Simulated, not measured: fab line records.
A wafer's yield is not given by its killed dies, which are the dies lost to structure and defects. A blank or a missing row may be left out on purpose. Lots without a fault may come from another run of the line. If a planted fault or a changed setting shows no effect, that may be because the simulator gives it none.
A lot that was struck, set against a sound lot + flow nand_harc + 25 out of 1302 route steps
Sound: these wafers, L469.1, L469.3, L469.5. Struck: wafers L479.1, L479.4 (left out: L479.5, a lot-mate that was not struck); the cause follows at the end.
Each step with rows lists, per side, the tool, then ch with its chambers, then its first start. Under that, the readings that differ: sound wafers + struck wafers + difference of the means + sigmas: that difference in standard deviations of wafers without a fault.
alike: readings whose means differ by less than 2 such deviations, and words and numbers that are the same on both sides. not compared: withheld readings, readings that some wafer has no value for, bounds like >300 that may hide the same value, and numbers for which the record gives no deviation and whose values overlap.
Wherever a step has rows on one side only, a row that says differs or no value, or a row with sigmas, the two part there. Non-overlapping numbers with no deviation appear without sigmas and do not part them. A reading missing from all wafers of one side parts the sides only when that side holds two or more wafers.

first, 4 steps without rows for these wafers: NHARC_P_GATE_PRECLEAN_71 (cleans in SC1); NHARC_P_GATE_SRD_72; NHARC_P_GATE_OXIDE_16 (material SiO2, target thk 3 nm, ox time 392 s); NHARC_P_GATE_CVD_17 (deposits poly-Si, target thk 150 nm, time 900 s).
NHARC_P_GATE_HM_DEP_102: deposits aC, target thk 120 nm.
  sound on acl_dep-03 ch 0, day 7 08:03; struck on acl_dep-03 ch 0, day 11 06:49
  alike: throttle_valve_pct
NHARC_P_GATE_DEP_103: deposits SiON, target thk 30 nm.
  sound on pecvd-03 ch 0,1,2, day 7 08:44; struck on pecvd-04 ch 1,2, day 11 07:28
  alike: heater_power_w
  not compared: since_wet_clean_h
then, 6 steps without rows for these wafers: NHARC_P_GATE_DEHYDRATE_18 (time 120 s); NHARC_P_GATE_HMDS_19 (time 30 s); NHARC_P_GATE_COAT_20 (resist thk 90 nm); NHARC_P_GATE_SOFTBAKE_21 (time 55 s); NHARC_P_GATE_EBR_22; NHARC_P_GATE_EXPOSE_23 (exposes mask P GATE, target cd 120 nm).
NHARC_P_GATE_PEB_24: peb time 65 s.
  sound on litho_track-01 ch 0, day 7 09:20; struck on litho_track-01 ch 0, day 11 07:56
| reading                  | sound             | struck      | difference | sigmas |
|--------------------------|-------------------|-------------|------------|--------|
| heater_power_total_W (W) | 157.0 157.0 156.8 | 176.4 175.7 | +19.1      | +47    |
then, 1 step without rows for these wafers: NHARC_P_GATE_DEVELOP_25 (develop time 35 s).
NHARC_P_GATE_CD_MEAS_26: target cd 120 nm.
  sound on cd_sem-03 ch 0, day 7 09:25; struck on cd_sem-03 ch 0, day 11 08:01
| reading    | sound             | struck      | difference | sigmas |
|------------|-------------------|-------------|------------|--------|
| cd_nm (nm) | 120.7 121.0 120.5 | 128.1 127.6 | +7.1       | +12    |
NHARC_P_GATE_OVL_MEAS_27:
  sound on overlay-02 at day 7 09:30; struck on overlay-02 at day 11 08:07
  alike: overlay_x_nm, overlay_y_nm
NHARC_P_GATE_INSPECT_28:
  sound on defect_inspect-01 at day 7 09:32; struck on defect_inspect-02 at day 11 08:08
  alike: raw_defect_count
NHARC_P_GATE_DESCUM_31: chemistry O2, time 3 s.
  sound on rie_diel-03 ch 2,3, day 7 09:35; struck on rie_diel-01 ch 0,1, day 11 08:13
| reading                 | sound             | struck      | difference | sigmas |
|-------------------------|-------------------|-------------|------------|--------|
| oes_product_au (a.u.)   | 0.993 0.999 0.988 | 1.004 1.022 | +0.020     | +2     |
| model.P_GATE.cd_nm (nm) | 121 121.1 120.7   | 127.8 126.8 | +6.4       |        |
  alike: drypump_motor_current_A, o2_flow_sccm, rf_vpp_V, showerhead_plenum_p_Torr, throttle_valve_pct
  not compared: rf_hours_counter_h
NHARC_P_GATE_ETCH_104: etches the open film in CF4/CHF3, target depth 60 nm.
  sound on rie_diel-03 ch 2,3, day 7 09:42; struck on rie_diel-01 ch 0,2, day 11 08:17
  alike: drypump_motor_current_A, oes_product_au, rf_vpp_V, showerhead_plenum_p_Torr, throttle_valve_pct
then, 2 steps without rows for these wafers: NHARC_P_GATE_HM_OPEN_105 (chemistry O2/COS, target depth 360 nm); NHARC_P_GATE_STRIP_106 (strips in O2/COS).
NHARC_P_GATE_ETCH_114: etches the open film in CF4/O2, target depth 30 nm, overetch 3 nm, time 16.5 s.
  sound: rie_diel-03 ch 1,2,3; struck: rie_diel-01 ch 1,3
  alike: drypump_motor_current_A, o2_flow_sccm, oes_product_au, rf_vpp_V, showerhead_plenum_p_Torr, throttle_valve_pct
  not compared: rf_hours_counter_h
NHARC_P_GATE_ETCH_32: etches the open film in HBr/Cl2, target depth 150 nm, time 100.1 s.
  sound on rie_si-04 ch 0,1,2, day 7 10:08; struck on rie_si-06 ch 2,3, day 11 08:41
| reading                 | sound             | struck      | difference | sigmas |
|-------------------------|-------------------|-------------|------------|--------|
| model.P_GATE.cd_nm (nm) | 121.5 123.9 118.7 | 136.1 127.2 | +10.3      |        |
  alike: drypump_motor_current_A, oes_product_au, throttle_valve_pct
  not compared: rf_hours_counter_h
NHARC_P_GATE_STRIP_108: strips in O2.
  sound on rie_diel-08 ch 0,2,3, day 7 10:20; struck on rie_diel-03 ch 0,2, day 11 08:50
  alike: drypump_motor_current_A, o2_flow_sccm, oes_product_au, rf_vpp_V, showerhead_plenum_p_Torr, throttle_valve_pct
  not compared: rf_hours_counter_h
-- break in the record here, with 20 days between the starts of the struck wafers on either side (left off in module P_GATE, picked up again in module END, where the first step shown is number 1302 on the route) --
NHARC_END_SORT_01:
  the record has rows for the struck wafers here (prober-02 ch 0, day 31 00:49) and none for the sound ones

== WHERE THEY PART ==
Earliest at NHARC_P_GATE_PEB_24; latest, in this record, at NHARC_END_SORT_01.

WHY: what had been put in by the simulator
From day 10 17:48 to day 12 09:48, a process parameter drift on litho_track-01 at NHARC_P_GATE_PEB_24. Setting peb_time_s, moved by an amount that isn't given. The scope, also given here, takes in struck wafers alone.
